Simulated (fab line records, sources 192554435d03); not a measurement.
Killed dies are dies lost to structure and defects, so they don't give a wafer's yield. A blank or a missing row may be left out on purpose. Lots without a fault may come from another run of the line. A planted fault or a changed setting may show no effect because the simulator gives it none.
fab line records | flow n5_finfet
record lots=5 wafers=15 last_day=17
route steps=1938 shown BEOL_M0_SAQP@646
lots that met no fault: from a run of the same line without faults
start_h: hours from the record's first day to the start of the lot's first wafer shown | wait_h: hours since the lot's step before | " the same as in the row above | L1.1+2: a row that stands for several wafers | - no value, or no start given | * or withheld: withheld | < > ~ a bound
route shown NAME@n: a module of which the file shows steps, and the number in the route of the first | usual: mean/standard deviation of fault-free wafers | same: alike in all rows | chamber/n: place in a boat | sites: the reading at each site | _std_site: their standard deviation | _edge_site: outer sites' mean less inner sites' | radius_mm: how far each site lies from the wafer's centre | mask NAME#n: copy n | behind: the tool/chamber that last shaped the wafer | hold: why the lot was held/for how many hours/how that ended | device: the transistor (n, p or np) that didn't switch | end of line: the same wafers' tests at the end of the route | a step without rows: its recipe alone | killed: dies lost to structure and defects at the first sort, not the wafer's yield | map: a wafer's dies, x killed, . not, _ none there
set.NAME: the setting as run; set.NAME@STEP: as run at that earlier step | model.NAME: the simulator's own value behind a step, which no gauge read
lots at some steps of the route; a table a step, a row a wafer
services: from which hour (start_h, from the record's first day; less than 0 if before it) a tool's chamber was out of use, for how many hours, and why
## steps
# step N5_BEOL_M0_SAQP_EXPOSE_11
# recipe mask_id=M0_CORE na=1.35 source_shape=dipole sigma_inner=0.538 sigma_outer=0.738 polarization=te target_cd_nm=42 dose_mj=55
# columns lot.wafer tool chamber start_h wait_h mask
L075.2+4+6 arfi_scanner-02 0 137.58 - M0_CORE#0
L076.3+4+5 arfi_scanner-03 0 137.75 - M0_CORE#0
L083.4+5+6 arfi_scanner-03 0 165.84 - M0_CORE#0
L091.2+5+6 arfi_scanner-02 0 215.59 - M0_CORE#0
L097.3+4+6 arfi_scanner-03 0 247.70 - M0_CORE#0
# step N5_BEOL_M0_SAQP_PEB_12
# recipe peb_temp_c=withheld peb_time_s=60 resist=CAR-ArF
# columns lot.wafer tool chamber start_h wait_h
L075.2+4+6 litho_track-05 0 137.63 0.0
L076.3+4+5 litho_track-04 0 137.80 0.0
L083.4+5+6 litho_track-04 0 165.88 0.0
L091.2+5+6 litho_track-02 0 215.65 0.0
L097.3+4+6 litho_track-02 0 247.75 0.0
# step N5_BEOL_M0_SAQP_DEVELOP_13
# recipe develop_time_s=30 developer=TMAH resist=CAR-ArF dev_temp_c=23 rinse_liquid=diw dry=air_spin
# columns lot.wafer tool chamber start_h wait_h
L075.2+4+6 litho_track-05 0 - -
L076.3+4+5 litho_track-04 0 - -
L083.4+5+6 litho_track-04 0 - -
L091.2+5+6 litho_track-02 0 - -
L097.3+4+6 litho_track-02 0 - -
# step N5_BEOL_M0_SAQP_CD_MEAS_14
# recipe target_cd_nm=42.5 landing_energy_ev=500 detector=se_inlens
# usual cd_nm=42.7/0.46
# columns lot.wafer tool chamber start_h wait_h cd_nm
L075.2 cd_sem-02 0 137.70 - 42.6
L075.4 " 0 " " 42.7
L075.6 " 0 " " 42.8
L076.3 cd_sem-01 0 137.87 - 42.4
L076.4 " 0 " " 42.3
L076.5 " 0 " " 42.3
L083.4 cd_sem-01 0 165.95 - 42.5
L083.5 " 0 " " 42.6
L083.6 " 0 " " 41.9
L091.2 cd_sem-03 0 215.71 - 42.5
L091.5 " 0 " " 42.2
L091.6 " 0 " " 42.8
L097.3 cd_sem-01 0 247.82 - 42.8
L097.4 " 0 " " 43.8
L097.6 " 0 " " 42.7
# step N5_BEOL_M0_SAQP_OVL_MEAS_15
# recipe points_per_wafer=44
# usual M0_CORE_OVL=0.6/0.73
# same points_per_wafer=44
# columns lot.wafer tool chamber start_h wait_h M0_CORE_OVL[nm]
L075.2 overlay-01 0 137.73 0.0 1.2
L075.4 " 0 " " 1.3
L075.6 " 0 " " 0.9
L076.3 overlay-02 0 137.90 0.0 0.2
L076.4 " 0 " " -0.3
L076.5 " 0 " " 0.4
L083.4 overlay-01 0 165.98 0.0 -0.1
L083.5 " 0 " " -0.1
L083.6 " 0 " " 1.4
L091.2 overlay-02 0 215.74 0.0 0.8
L091.5 " 0 " " 1.4
L091.6 " 0 " " 2.1
L097.3 overlay-02 0 247.84 0.0 0.7
L097.4 " 0 " " 0.7
L097.6 " 0 " " 1.0
# step N5_BEOL_M0_SAQP_INSPECT_16
# recipe mode=adi inspect_instrument=brightfield
# usual raw_defect_count=500/140
# columns lot.wafer tool chamber start_h wait_h raw_defect_count
L075.2 defect_inspect-01 - 137.76 0.0 573
L075.4 " - " " 610
L075.6 " - " " 335
L076.3 defect_inspect-02 - 137.92 0.0 618
L076.4 " - " " 623
L076.5 " - " " 355
L083.4 defect_inspect-02 - 166.00 0.0 514
L083.5 " - " " 429
L083.6 " - " " 408
L091.2 defect_inspect-01 - 215.77 0.0 413
L091.5 " - " " 501
L091.6 " - " " 538
L097.3 defect_inspect-01 - 247.87 0.0 436
L097.4 " - " " 389
L097.6 " - " " 382
# step N5_BEOL_M0_SAQP_DESCUM_19
# recipe chemistry=O2 time_s=7.9 source_power_w=50 bias_power_w=20 pressure_mtorr=20 rf_frequency_hz=2.712e+07 temp_c=40 resist=CAR-ArF o2_flow_sccm=225
# usual drypump_motor_current_A=5.5/0.44 oes_product_au=0.80/0.099 rf_vpp_V=243.6/1.4 showerhead_plenum_p_Torr=2.12/0.075 throttle_valve_pct=20.4/0.37
# columns lot.wafer tool chamber start_h wait_h drypump_motor_current_A oes_product_au rf_hours_counter_h rf_vpp_V showerhead_plenum_p_Torr throttle_valve_pct
L075.2 rie_diel-02 1 137.79 0.0 5.9 0.73 167 242.2 2.17 20.6
L075.4 " 1 " " 5.9 0.73 - 244.9 2.17 20.6
L075.6 " 2 " " 5.7 0.70 - 241.3 2.09 21.0
L076.3 rie_diel-02 2 138.04 0.1 5.7 0.70 231 243.0 2.09 21.0
L076.4 " 2 " " 5.7 0.69 - 243.1 2.09 21.0
L076.5 " 3 " " 5.4 0.93 - 245.0 2.24 20.3
L083.4 rie_diel-02 1 166.03 0.0 5.8 0.72 176 245.5 2.17 20.6
L083.5 " 0 " " 6.0 0.73 - 243.2 2.08 20.6
L083.6 " 1 " " 5.9 0.72 - 245.0 2.17 20.6
L091.2 rie_diel-04 3 215.80 0.0 5.0 0.88 38 242.1 2.10 19.7
L091.5 " 2 " " 4.9 0.81 - 244.0 2.14 20.5
L091.6 " 3 " " 5.0 0.88 - 244.7 2.09 19.7
L097.3 rie_diel-02 0 247.90 0.0 6.0 0.72 208 243.3 2.07 20.6
L097.4 " 1 " " 5.8 0.70 200 245.5 2.16 20.6
L097.6 " 2 " " 5.7 0.96 - 243.4 2.09 20.6
# step N5_BEOL_M0_SAQP_ETCH_83
# recipe chemistry=CF4 target=SiARC target_depth_a=390 mask_material=CAR-ArF time_s=65 ion_energy_ev=80 pressure_mtorr=40 source_w=545 bias_w=36 Ar_flow_sccm=100 cf4_flow_sccm=100 ends=cleared
# usual drypump_motor_current_A=5.5/0.45 etch_rf_on_time_s=65.4/1.8 oes_product_au=0.68/0.087 rf_vpp_V=184.4/1.3 showerhead_plenum_p_Torr=2.17/0.065 throttle_valve_pct=15.6/0.35
# columns lot.wafer tool chamber start_h wait_h drypump_motor_current_A etch_rf_on_time_s oes_product_au rf_hours_counter_h rf_vpp_V showerhead_plenum_p_Torr throttle_valve_pct
L075.2 rie_diel-02 1 137.82 0.0 5.9 66.1 0.63 167 184.1 2.22 15.8
L075.4 " 1 " " 5.9 65.9 0.62 - 186.1 2.22 15.8
L075.6 " 2 " " 5.7 64.2 0.60 - 182.8 2.13 16.1
L076.3 rie_diel-02 2 138.08 0.0 5.7 65.0 0.60 231 184.1 2.13 16.1
L076.4 " 2 " " 5.6 64.6 0.60 - 182.5 2.13 16.1
L076.5 " 3 " " 5.4 65.8 0.78 - 186.7 2.27 15.3
L083.4 rie_diel-02 1 166.07 0.0 5.8 66.0 0.62 176 185.3 2.22 15.8
L083.5 " 0 " " 6.0 68.9 0.62 - 183.8 2.14 15.8
L083.6 " 1 " " 5.8 65.9 0.62 - 185.9 2.22 15.9
L091.2 rie_diel-04 3 215.83 0.0 5.0 66.9 0.73 38 185.8 2.18 15.1
L091.5 " 2 " " 4.9 62.1 0.69 - 184.6 2.16 15.5
L091.6 " 3 " " 5.0 66.2 0.74 - 184.1 2.18 15.1
L097.3 rie_diel-02 0 247.94 0.0 6.0 68.3 0.61 208 182.6 2.13 15.8
L097.4 " 1 " " 5.8 66.4 0.61 200 184.3 2.21 15.9
L097.6 " 2 " " 5.7 62.5 0.83 - 183.6 2.12 15.6
# step N5_BEOL_M0_SAQP_ETCH_84
# recipe chemistry=N2/H2 target=SOC target_depth_a=1000 overetch_a=200 mask_material=SiARC temp_c=40 time_s=150 ion_energy_ev=200 pressure_mtorr=30 source_w=840 bias_w=150 n2_flow_sccm=200 h2_flow_sccm=200
# usual drypump_motor_current_A=5.5/0.45 oes_product_au=0.72/0.089 rf_vpp_V=524.6/2.6 showerhead_plenum_p_Torr=2.58/0.085 throttle_valve_pct=17.8/0.39
# columns lot.wafer tool chamber start_h wait_h drypump_motor_current_A oes_product_au rf_hours_counter_h rf_vpp_V showerhead_plenum_p_Torr throttle_valve_pct
L075.2 rie_diel-02 1 137.87 0.0 5.9 0.67 167 527.7 2.66 18.2
L075.4 " 1 " " 5.9 0.67 - 526.1 2.66 18.2
L075.6 " 2 " " 5.7 0.62 - 522.2 2.51 18.2
L076.3 rie_diel-02 2 138.13 0.0 5.7 0.63 231 523.7 2.51 18.2
L076.4 " 2 " " 5.7 0.62 - 522.6 2.51 18.2
L076.5 " 3 " " 5.4 0.81 - 528.7 2.73 17.7
L083.4 rie_diel-02 1 166.12 0.0 5.9 0.65 176 527.0 2.66 18.3
L083.5 " 0 " " 6.0 0.67 - 524.2 2.53 18.0
L083.6 " 1 " " 5.9 0.65 - 525.2 2.66 18.3
L091.2 rie_diel-04 3 215.88 0.0 5.0 0.78 38 524.7 2.58 17.4
L091.5 " 2 " " 4.9 0.72 - 525.2 2.57 17.7
L091.6 " 3 " " 5.0 0.78 - 525.2 2.59 17.4
L097.3 rie_diel-02 3 247.99 0.0 5.4 0.76 53 528.2 2.71 17.8
L097.4 " 0 " " 6.0 0.65 208 523.7 2.51 18.0
L097.6 " 2 " " 5.7 0.85 - 523.5 2.50 17.8
# step N5_BEOL_M0_SAQP_STRIP_80
# recipe chemistry=N2/H2 temp_c=40 n2_flow_sccm=200 h2_flow_sccm=200 rf_frequency_hz=6e+07
# columns lot.wafer tool chamber start_h wait_h
L075.2+4+6 rie_diel-02 1,1,2 137.97 0.0
L076.3+4+5 rie_diel-02 2,2,3 138.23 0.0
L083.4+5+6 rie_diel-02 1,0,1 166.22 0.0
L091.2+5+6 rie_diel-04 3,2,3 215.98 0.0
L097.3+4+6 rie_diel-02 1,1,3 248.08 0.0
# step N5_BEOL_M0_SAQP_HM_OPEN_112
# recipe chemistry=CHF3/O2 target=SiO2 stop_on=a-Si target_depth_a=120 over_etch_frac=1.25 mask_material=SOC time_s=13.5 pressure_mtorr=30 source_w=650 bias_w=170 Ar_flow_sccm=200 CHF3_flow_sccm=50 O2_flow_sccm=5 ion_energy_ev=200 ends=end_point
# usual O2_flow_sccm=4.999/0.015 drypump_motor_current_A=5.5/0.45 oes_product_au=0.53/0.065 rf_vpp_V=526/15 showerhead_plenum_p_Torr=2.44/0.078 throttle_valve_pct=18.8/0.32
# same over_etch_frac=1.25
# columns lot.wafer tool chamber start_h wait_h O2_flow_sccm drypump_motor_current_A oes_product_au rf_hours_counter_h rf_vpp_V showerhead_plenum_p_Torr throttle_valve_pct
L075.2 rie_diel-02 1 137.98 0.0 4.993 5.9 0.49 167 517 2.50 19.0
L075.4 " 1 " " 5.002 5.9 0.48 - 519 2.50 19.0
L075.6 " 2 " " 4.990 5.7 0.46 - 512 2.39 19.3
L076.3 rie_diel-02 2 138.24 0.0 4.981 5.6 0.45 231 513 2.39 19.3
L076.4 " 2 " " 4.987 5.7 0.46 - 513 2.39 19.3
L076.5 " 3 " " 4.978 5.4 0.60 - 530 2.55 18.5
L083.4 rie_diel-02 1 166.23 0.0 4.976 5.9 0.49 176 518 2.50 19.1
L083.5 " 0 " " 5.000 6.0 0.50 - 537 2.40 19.0
L083.6 " 1 " " 4.961 5.9 0.48 - 518 2.50 19.1
L091.2 rie_diel-04 3 215.99 0.0 5.003 5.0 0.57 39 536 2.48 18.5
L091.5 " 2 " " 5.007 4.9 0.53 - 501 2.44 18.8
L091.6 " 3 " " 4.990 5.0 0.57 - 534 2.48 18.5
L097.3 rie_diel-02 1 248.09 0.0 4.992 5.9 0.47 200 518 2.49 19.1
L097.4 " 1 " " 4.998 5.8 0.47 - 518 2.49 19.1
L097.6 " 3 " " 5.026 5.4 0.57 - 530 2.53 18.6
# step N5_BEOL_M0_SAQP_STRIP_113
# recipe chemistry=CHF3/O2 resist=SiARC rf_frequency_hz=6e+07
# columns lot.wafer tool chamber start_h wait_h
L075.2+4+6 rie_diel-02 1,1,2 138.03 0.0
L076.3+4+5 rie_diel-02 2,2,3 138.29 0.0
L083.4+5+6 rie_diel-02 1,0,1 166.28 0.0
L091.2+5+6 rie_diel-04 3,2,3 216.04 0.0
L097.3+4+6 rie_diel-02 1,1,3 248.15 0.0
# step N5_BEOL_M0_SAQP_MANDREL_ETCH_20
# recipe target_depth_a=600 chemistry=HBr/Cl2 target=a-Si stop_on=SiNx bt_time_s=10 mask_material=SOC over_etch_frac=0.5 time_s=30 pressure_mtorr=10 icp_w=800 bias_w=75 HBr_flow_sccm=150 Cl2_flow_sccm=80 ends=end_point
# usual drypump_motor_current_A=5.6/0.49 oes_product_au=0.773/0.017 throttle_valve_pct=35.2/0.33
# same over_etch_frac=0.5
# columns lot.wafer tool chamber start_h wait_h drypump_motor_current_A oes_product_au rf_hours_counter_h throttle_valve_pct
L075.2 rie_si-02 0 138.06 0.0 5.8 0.765 171 35.0
L075.4 " 1 " " 5.6 0.811 18 35.4
L075.6 " 1 " " 5.7 0.810 - 35.4
L076.3 rie_si-03 0 138.32 0.0 6.0 0.788 4 35.3
L076.4 " 3 " " 5.4 0.791 193 35.5
L076.5 " 1 " " 5.2 0.789 - 35.1
L083.4 rie_si-02 1 166.31 0.0 5.7 0.801 19 35.4
L083.5 " 0 " " 5.8 0.749 - 35.1
L083.6 " 3 " " 5.5 0.765 - 35.7
L091.2 rie_si-02 3 216.07 0.0 5.5 0.791 129 35.7
L091.5 " 3 " " 5.5 0.790 - 35.7
L091.6 " 2 " " 6.4 0.780 - 34.7
L097.3 rie_si-03 1 248.18 0.0 5.2 0.772 73 35.1
L097.4 " 2 " " 4.8 0.748 119 34.9
L097.6 " 3 " " 5.4 0.752 - 35.3
# step N5_BEOL_M0_SAQP_STRIP_86
# recipe chemistry=N2/H2 power_w=500 temp_c=40 pressure_mtorr=50 rf_frequency_hz=6e+07 overash_fraction=0.3 bias_power_w=28 h2_frac=0.5 n2_flow_sccm=300 h2_flow_sccm=300
# usual drypump_motor_current_A=5.6/0.46 oes_product_au=0.79/0.098 rf_vpp_V=121.9/1.4 showerhead_plenum_p_Torr=3.38/0.11 throttle_valve_pct=19.0/0.48
# columns lot.wafer tool chamber start_h wait_h drypump_motor_current_A oes_product_au rf_hours_counter_h rf_vpp_V showerhead_plenum_p_Torr throttle_valve_pct
L075.2 rie_diel-02 2 138.30 0.2 5.7 0.70 231 123.4 3.32 19.4
L075.4 " 3 " " 5.4 0.92 - 122.9 3.59 19.0
L075.6 " 2 " " 5.7 0.69 - 121.9 3.32 19.4
L076.3 rie_diel-04 2 138.55 0.2 4.9 0.82 73 121.2 3.41 18.6
L076.4 " 1 " " 6.2 0.70 - 122.4 3.20 19.4
L076.5 " 2 " " 4.9 0.83 - 119.9 3.41 18.6
L083.4 rie_diel-04 3 166.41 0.1 5.0 0.90 25 121.1 3.42 18.5
L083.5 " 3 " " 5.0 0.90 - 123.6 3.42 18.5
L083.6 " 2 " " 5.0 0.81 - 121.6 3.40 18.7
L091.2 rie_diel-05 2 216.17 0.1 5.8 0.89 28 122.3 3.29 18.5
L091.5 " 1 " " 5.6 0.69 - 121.7 3.35 19.2
L091.6 " 2 " " 5.8 0.90 - 121.5 3.29 18.4
L097.3 rie_diel-05 0 248.28 0.1 6.5 0.69 213 121.5 3.44 19.5
L097.4 " 3 " " 5.3 1.00 0 125.0 3.33 19.2
L097.6 " 1 " " 5.5 0.68 - 120.8 3.34 19.2
# step N5_BEOL_M0_SAQP_STRIP_115
# recipe chemistry=post_etch_residue_remover time_s=60 temp_c=25 remover_ph=withheld remover_water_wt_pct=withheld remover_fluoride_wt_pct=withheld
# columns lot.wafer tool chamber start_h wait_h
L075.2+4+6 wet_bench-02 7,6,4 138.36 -
L076.3+4+5 wet_bench-06 6,1,4 138.62 -
L083.4+5+6 wet_bench-01 5,3,1 166.48 -
L091.2+5+6 wet_bench-06 1,3,7 216.24 -
L097.3+4+6 wet_bench-02 5,7,0 248.34 -
# step N5_BEOL_M0_SAQP_SRD_93
# recipe dry=ipa_marangoni time_s=30 temp_c=23 rinse_liquid=diw
# columns lot.wafer tool chamber start_h wait_h
L075.2+4+6 wet_bench-02 7,6,4 138.38 0.0
L076.3+4+5 wet_bench-06 6,1,4 138.64 0.0
L083.4+5+6 wet_bench-01 5,3,1 166.50 0.0
L091.2+5+6 wet_bench-06 1,3,7 216.26 0.0
L097.3+4+6 wet_bench-02 5,7,0 248.36 0.0
# step N5_BEOL_M0_SAQP_RECESS_114
# recipe chemistry=HF/NH3 target=SiO2 target_depth_a=144 afs_cycles=3 temp_c=30 sublimation_temp_c=180 sublimation_time_s=60
# usual drypump_motor_current_A=6.1/0.41 foreline_p_Torr=0.1280/0.00047
# columns lot.wafer tool chamber start_h wait_h drypump_motor_current_A foreline_p_Torr
L075.2 vapor_etch-01 1 138.43 0.0 5.6 0.1277
L075.4 " 1 " " 5.6 0.1288
L075.6 " 1 " " 5.6 0.1280
L076.3 vapor_etch-01 1 138.91 0.2 5.6 0.1282
L076.4 " 0 " " 6.5 0.1277
L076.5 " 0 " " 6.5 0.1279
L083.4 vapor_etch-02 1 166.66 0.1 6.4 0.1282
L083.5 " 1 " " 6.4 0.1279
L083.6 " 0 " " 6.2 0.1281
L091.2 vapor_etch-01 1 216.31 0.0 5.6 0.1272
L091.5 " 0 " " 6.5 0.1279
L091.6 " 1 " " 5.6 0.1279
L097.3 vapor_etch-01 1 248.53 0.1 5.6 0.1281
L097.4 " 0 " " 6.5 0.1272
L097.6 " 1 " " 5.6 0.1274
# step N5_BEOL_M0_SAQP_SPACER1_ALD_98
# recipe material=SiO2 target_thk_a=128 temp_c=300 ald_precursor_family=BDEAS ald_co_reactant=O2-plasma pulse_time_s=1 purge_time_s=2 co_reactant_purge_time_s=2 ald_cycles=138 pressure_torr=2
# usual heater_power_w=487/41 precursor_pulse_height_rel=0.998/0.02
# same ald_cycles=138
# columns lot.wafer tool chamber start_h wait_h heater_power_w precursor_pulse_height_rel
L075.2 ald_sin-03 1 138.81 0.3 428 0.979
L075.4 " 2 " " 521 1.011
L075.6 " 3 " " 451 0.968
L076.3 ald_sin-04 3 139.17 0.1 518 0.957
L076.4 " 3 " " 514 1.006
L076.5 " 1 " " 492 1.003
L083.4 ald_sin-02 2 167.08 0.3 435 1.022
L083.5 " 3 " " 499 1.004
L083.6 " 2 " " 446 1.010
L091.2 ald_sin-04 2 216.69 0.3 505 0.951
L091.5 " 3 " " 513 0.978
L091.6 " 0 " " 483 0.993
L097.3 ald_sin-02 3 248.85 0.2 496 0.987
L097.4 " 1 " " 558 1.017
L097.6 " 3 " " 502 1.018
# step N5_BEOL_M0_SAQP_SPACER1_ETCHBACK_99
# recipe chemistry=CHF3/O2 mode=anisotropic_etchback target=SiO2 target_depth_a=154 time_s=7.7 pressure_mtorr=30 source_w=650 bias_w=170 Ar_flow_sccm=200 CHF3_flow_sccm=50 O2_flow_sccm=5 ion_energy_ev=200
# usual O2_flow_sccm=5.001/0.014 drypump_motor_current_A=5.6/0.45 oes_product_au=0.79/0.1 rf_vpp_V=525/15 showerhead_plenum_p_Torr=2.43/0.08 throttle_valve_pct=18.9/0.33
# columns lot.wafer tool chamber start_h wait_h O2_flow_sccm drypump_motor_current_A oes_product_au rf_hours_counter_h rf_vpp_V showerhead_plenum_p_Torr throttle_valve_pct
L075.2 rie_diel-02 1 139.29 0.3 5.007 5.9 0.72 168 517 2.50 19.1
L075.4 " 2 " " 5.024 5.7 0.70 232 513 2.39 19.4
L075.6 " 1 " " 4.997 5.9 0.72 - 518 2.50 19.1
L076.3 rie_diel-02 2 139.65 0.3 5.001 5.7 0.70 232 512 2.39 19.4
L076.4 " 3 " " 4.991 5.4 0.91 19 529 2.55 18.6
L076.5 " 1 " " 4.974 5.9 0.73 - 518 2.50 19.1
L083.4 rie_diel-05 0 167.59 0.3 5.015 6.4 0.71 - 545 2.52 19.3
L083.5 " 3 " " 5.001 5.3 0.69 - 516 2.35 19.1
L083.6 " 2 " " 4.981 5.8 0.95 - 512 2.35 18.5
L091.2 rie_diel-04 2 217.17 0.3 5.012 4.9 0.80 97 497 2.44 18.9
L091.5 " 1 " " 4.999 6.2 0.68 - 536 2.31 19.3
L091.6 " 0 " " 4.981 5.3 0.91 - 552 2.55 18.4
L097.3 rie_diel-05 1 249.33 0.3 4.990 5.5 0.67 233 521 2.35 18.8
L097.4 " 0 " " 4.994 6.5 0.70 213 545 2.51 19.4
L097.6 " 3 " " 4.989 5.3 0.98 - 517 2.34 18.7
# step N5_BEOL_M0_SAQP_MANDREL1_REMOVE_100
# recipe chemistry=HBr/Cl2/O2 bt_time_s=10 target=a-Si stop_on=SiNx endpoint=OES-SiCl over_etch_frac=0.85 icp_w=600 bias_w=30 HBr_flow_sccm=150 Cl2_flow_sccm=80 O2_flow_sccm=5 pressure_mtorr=10
# usual O2_flow_sccm=5.001/0.015 drypump_motor_current_A=5.4/0.5 oes_product_au=0.995/0.021 throttle_valve_pct=36.4/0.31
# same over_etch_frac=0.85
# columns lot.wafer tool chamber start_h wait_h O2_flow_sccm drypump_motor_current_A oes_product_au rf_hours_counter_h throttle_valve_pct
L075.2 rie_si-03 1 139.37 0.1 4.999 5.2 0.986 71 36.4
L075.4 " 0 " " 5.020 6.0 1.021 4 36.6
L075.6 " 2 " " 4.997 4.8 0.987 - 36.1
L076.3 rie_si-03 2 139.73 0.1 5.017 4.7 0.986 116 36.1
L076.4 " 0 " " 5.021 6.0 1.032 4 36.6
L076.5 " 2 " " 5.023 4.8 0.985 - 36.1
L083.4 rie_si-03 0 167.69 0.1 5.009 5.9 1.036 - 36.6
L083.5 " 2 " " 5.006 4.8 0.977 - 36.1
L083.6 " 1 " " 4.978 5.2 0.991 - 36.4
L091.2 rie_si-06 2 217.25 0.1 4.995 4.8 0.988 145 36.6
L091.5 " 2 " " 4.975 4.8 0.987 - 36.6
L091.6 " 1 " " 5.007 5.7 0.980 - 36.9
L097.3 rie_si-06 1 249.42 0.1 5.006 5.7 0.982 110 36.9
L097.4 " 2 " " 4.994 4.8 0.986 - 36.6
L097.6 " 1 " " 4.987 5.7 0.965 - 36.9
# step N5_BEOL_M0_SAQP_CD_MEAS_25
# recipe target_cd_nm=13.1 landing_energy_ev=1000 detector=se_inlens
# usual cd_nm=12.83/0.23
# columns lot.wafer tool chamber start_h wait_h cd_nm
L075.2 cd_sem-02 0 139.49 0.1 13.03
L075.4 " 0 " " 12.99
L075.6 " 0 " " 12.89
L076.3 cd_sem-01 0 139.85 0.1 12.98
L076.4 " 0 " " 12.64
L076.5 " 0 " " 12.86
L083.4 cd_sem-03 0 167.76 0.0 12.90
L083.5 " 0 " " 12.80
L083.6 " 0 " " 12.93
L091.2 cd_sem-01 0 217.36 0.1 12.47
L091.5 " 0 " " 12.80
L091.6 " 0 " " 12.63
L097.3 cd_sem-03 0 249.53 0.1 12.94
L097.4 " 0 " " 12.59
L097.6 " 0 " " 12.63
# step N5_BEOL_M0_SAQP_ETCH_101
# recipe chemistry=CH3F/O2 target=SiNx mask_material=SiO2 target_depth_a=299 time_s=42.7 pressure_mtorr=30 source_w=395 bias_w=73 Ar_flow_sccm=150 CH3F_flow_sccm=30 O2_flow_sccm=20 ion_energy_ev=120
# usual O2_flow_sccm=20.00/0.063 drypump_motor_current_A=5.6/0.42 oes_product_au=0.79/0.1 rf_vpp_V=298/8.1 showerhead_plenum_p_Torr=2.02/0.07 throttle_valve_pct=16.3/0.32
# columns lot.wafer tool chamber start_h wait_h O2_flow_sccm drypump_motor_current_A oes_product_au rf_hours_counter_h rf_vpp_V showerhead_plenum_p_Torr throttle_valve_pct
L075.2 rie_diel-05 1 139.53 0.0 19.90 5.5 0.70 199 295 1.96 16.3
L075.4 " 3 " " 20.00 5.3 0.69 - 295 1.95 16.6
L075.6 " 2 " " 19.98 5.8 0.96 - 290 1.95 15.9
L076.3 rie_diel-05 3 139.88 0.0 19.97 5.3 0.69 224 293 1.95 16.6
L076.4 " 3 " " 20.09 5.3 0.70 - 293 1.95 16.6
L076.5 " 2 " " 19.90 5.8 0.98 - 291 1.95 15.9
L083.4 rie_diel-02 0 167.84 0.1 20.00 6.0 0.73 - 304 1.99 16.5
L083.5 " 1 " " 20.00 5.9 0.72 - 295 2.08 16.6
L083.6 " 3 " " 20.10 5.4 0.90 - 301 2.12 16.1
L091.2 rie_diel-04 0 217.40 0.0 20.13 5.3 0.91 21 313 2.12 15.9
L091.5 " 2 " " 20.06 4.9 0.80 - 284 2.02 16.3
L091.6 " 3 " " 20.01 5.0 0.88 - 303 2.05 16.0
L097.3 rie_diel-02 0 249.57 0.0 20.06 6.0 0.71 209 304 1.98 16.6
L097.4 " 0 " " 20.04 6.0 0.71 - 304 1.98 16.6
L097.6 " 1 " " 19.99 5.8 0.70 - 294 2.07 16.6
# step N5_BEOL_M0_SAQP_ETCH_102
# recipe chemistry=CF4 target=SiO2 target_depth_a=40 ion_energy_ev=350 time_s=4.4 pressure_mtorr=10 icp_w=800 bias_w=400 cf4_flow_sccm=80
# usual drypump_motor_current_A=5.5/0.49 oes_product_au=0.998/0.024 throttle_valve_pct=21.72/0.21
# columns lot.wafer tool chamber start_h wait_h drypump_motor_current_A oes_product_au rf_hours_counter_h throttle_valve_pct
L075.2 rie_si-06 2 139.64 0.1 4.8 0.977 143 21.64
L075.4 " 1 " " 5.7 0.982 - 22.02
L075.6 " 2 " " 4.8 0.989 - 21.66
L076.3 rie_si-06 3 139.99 0.1 5.2 0.991 1 21.63
L076.4 " 1 " " 5.7 0.985 - 22.01
L076.5 " 2 " " 4.7 0.982 - 21.67
L083.4 rie_si-02 0 167.90 0.0 5.8 0.973 172 21.44
L083.5 " 0 " " 5.8 0.974 - 21.44
L083.6 " 3 " " 5.5 1.024 - 21.91
L091.2 rie_si-02 1 217.51 0.1 5.6 1.052 19 21.79
L091.5 " 2 " " 6.4 1.003 - 21.58
L091.6 " 1 " " 5.7 1.051 - 21.79
L097.3 rie_si-02 1 249.68 0.1 5.6 1.051 20 21.79
L097.4 " 0 " " 5.8 0.972 173 21.45
L097.6 " 0 " " 5.8 0.972 - 21.45
# step N5_BEOL_M0_SAQP_MANDREL_ETCH_103
# recipe chemistry=HBr/Cl2 target=a-Si target_depth_a=450 bt_time_s=10 stop_on=SiCN mask_material=SiO2 over_etch_frac=0.8 time_s=27 pressure_mtorr=10 icp_w=800 bias_w=75 HBr_flow_sccm=150 Cl2_flow_sccm=80 ends=end_point
# usual drypump_motor_current_A=5.5/0.49 oes_product_au=0.676/0.013 throttle_valve_pct=35.3/0.32
# same over_etch_frac=0.8
# columns lot.wafer tool chamber start_h wait_h drypump_motor_current_A oes_product_au rf_hours_counter_h throttle_valve_pct
L075.2 rie_si-06 2 139.68 0.0 4.8 0.684 143 35.3
L075.4 " 1 " " 5.7 0.669 - 35.6
L075.6 " 2 " " 4.8 0.683 - 35.3
L076.3 rie_si-06 3 140.02 0.0 5.2 0.678 1 34.7
L076.4 " 1 " " 5.7 0.662 - 35.6
L076.5 " 2 " " 4.8 0.665 - 35.4
L083.4 rie_si-02 0 167.94 0.0 5.8 0.663 172 35.1
L083.5 " 0 " " 5.8 0.672 - 35.1
L083.6 " 3 " " 5.5 0.684 - 35.7
L091.2 rie_si-02 1 217.54 0.0 5.7 0.688 19 35.4
L091.5 " 2 " " 6.5 0.674 - 34.7
L091.6 " 1 " " 5.6 0.703 - 35.4
L097.3 rie_si-02 1 249.71 0.0 5.7 0.705 20 35.4
L097.4 " 0 " " 5.8 0.679 173 35.0
L097.6 " 0 " " 5.8 0.665 - 35.0
## services
# columns tool chamber start_h hours kind
arfi_scanner-03 - 120.27 2.3 repair
arfi_scanner-03 - 130.19 1.3 pm
arfi_scanner-02 - 133.91 0.8 pm
rie_diel-02 0 137.14 1.7 repair
arfi_scanner-03 - 138.32 0.8 pm
rie_diel-05 0 139.20 12.1 repair
arfi_scanner-02 - 144.63 1.3 pm
arfi_scanner-02 - 146.98 2.2 repair
arfi_scanner-02 - 158.36 1.0 pm
ald_sin-04 2 164.94 4.4 repair
rie_diel-02 2 167.26 2.7 repair
rie_diel-04 3 171.42 1.6 repair
arfi_scanner-02 - 174.20 1.0 pm
arfi_scanner-03 - 176.65 0.6 repair
arfi_scanner-03 - 178.87 1.2 repair
arfi_scanner-03 - 189.52 1.0 pm
rie_diel-04 1 190.80 1.3 repair
rie_si-02 - 191.63 14.6 pm
arfi_scanner-03 - 207.92 0.6 repair
rie_si-06 1 219.17 2.3 repair
rie_diel-05 - 229.87 0.2 repair
arfi_scanner-03 - 232.21 1.0 pm
wet_bench-06 - 241.53 20.9 repair
rie_si-06 0 243.03 21.1 repair
## key
fault none
